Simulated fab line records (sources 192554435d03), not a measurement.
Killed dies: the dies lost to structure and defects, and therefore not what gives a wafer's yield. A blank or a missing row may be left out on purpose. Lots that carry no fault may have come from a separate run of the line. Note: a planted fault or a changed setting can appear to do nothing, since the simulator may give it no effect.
Comparing a struck lot with a sound one || flow n5_finfet || 14 out of 1938 route steps
Sound: wafers L572.2, L572.5, L572.6. Struck: wafers L582.3, L582.4, L582.5. The cause comes at the end.
Each step with rows lists, per side, the tool, then ch with its chambers, then its first start. Under that, the readings that differ: sound wafers || struck wafers || difference of the means || sigmas: that difference in standard deviations of wafers without a fault.
alike: same words and numbers on both sides, and readings whose means sit less than 2 such deviations apart. not compared: any withheld reading, any reading some wafer has no value for, any bound like >300 that may hide the same value, and any number with overlapping values for which the record gives no deviation.
Wherever a step has rows on one side only, a row that says differs or no value, or a row with sigmas, the two part there. Numbers that don't overlap but have no deviation are shown without sigmas and don't part them. A reading missing from all wafers of one side parts the sides only when that side holds two or more wafers.

N5_BEOL_M0_SAQP_CUT_ETCH_46: etches SOC in N2/H2, target depth 135 nm, overetch 27 nm, time 202.5 s.
  sound on rie_diel-05 ch 1,2, day 8 22:02; struck on rie_diel-05 ch 0,1,3, day 11 03:34
  alike: drypump_motor_current_A, h2_flow_sccm, n2_flow_sccm, rf_vpp_V, showerhead_plenum_p_Torr, throttle_valve_pct
  not compared: rf_hours_counter_h
then, 2 steps without rows for these wafers: N5_BEOL_M0_SAQP_STRIP_74 (strips in N2/H2); N5_BEOL_M0_SAQP_STRIP_89 (strips in N2/H2).
N5_BEOL_M0_SAQP_ALD_48: deposits SiO2, target thk 20 nm, pulse time 1 s, co reactant pulse time 1 s.
  sound on ald_sin-04 ch 0,1,3, day 8 22:45; struck on ald_sin-03 ch 0,1, day 11 03:46
  alike: heater_power_w, precursor_pulse_height_rel
N5_BEOL_M0_SAQP_ETCH_49: etches SiO2 in CF4/O2, target depth 37 nm.
  sound on rie_diel-04 ch 0,3, day 8 23:17; struck on rie_diel-05 ch 0,3, day 11 04:18
{"reading": "throttle_valve_pct (%)", "sound": "15.79 15.88 15.79", "struck": "15.14 15.15 15.33", "difference": -0.61, "sigmas": -2}
  alike: drypump_motor_current_A, oes_o_777_au, oes_product_au, rf_vpp_V, showerhead_plenum_p_Torr
  not compared: rf_hours_counter_h
N5_BEOL_M0_SAQP_STRIP_75: strips in CF4.
  sound on rie_diel-04 ch 0,3, day 8 23:23; struck on rie_diel-05 ch 0,3, day 11 04:24
{"reading": "throttle_valve_pct (%)", "sound": "13.58 13.67 13.58", "struck": "12.89 12.89 13.09", "difference": -0.65, "sigmas": -2}
  alike: drypump_motor_current_A, oes_product_au, rf_vpp_V, showerhead_plenum_p_Torr
  not compared: rf_hours_counter_h
then, 6 steps without rows for these wafers: N5_BEOL_M0_CUTY_COAT_50 (time 60 s, resist thk 15 nm); N5_BEOL_M0_CUTY_COAT_51 (resist thk 150 nm); N5_BEOL_M0_CUTY_EBR_52; N5_BEOL_M0_CUTY_SOFTBAKE_53 (time 60 s); N5_BEOL_M0_CUTY_EXPOSE_54 (exposes mask M0 ABLK); N5_BEOL_M0_CUTY_PEB_55 (peb time 60 s).
N5_BEOL_M0_CUTY_DEVELOP_56: develop time 30 s.
  struck on litho_track-02, day 11 04:44; sound on litho_track-02 ch 0, day 8 23:35
  no value came back on the struck wafers for chill_plate_temp_C (C), develop_time_s (s); on the sound wafers chill_plate_temp_C (C) reads 23.09 23.15 23.11
{"reading": "model.CAR-ArF-block_of_BEOL_M0_CUTY_COAT_51.thk_nm (nm)", "sound": "148.6 148.6 148.6", "struck": "150 149.8 150", "difference": "+1", "sigmas": ""}
N5_BEOL_M0_CUTY_CD_MEAS_57: the cd target is 200 nm.
  sound on cd_sem-01 ch 0, day 8 23:38; struck on cd_sem-02 ch 0, day 11 04:47
{"reading": "cd_nm (nm)", "sound": "199.3 200.5 199.5", "struck": "- - -", "difference": "no value on the struck wafers", "sigmas": ""}

== WHERE THEY PART ==
Earliest at N5_BEOL_M0_SAQP_ETCH_49; latest, in this record, at N5_BEOL_M0_CUTY_CD_MEAS_57.

WHY: the cause the simulator had injected
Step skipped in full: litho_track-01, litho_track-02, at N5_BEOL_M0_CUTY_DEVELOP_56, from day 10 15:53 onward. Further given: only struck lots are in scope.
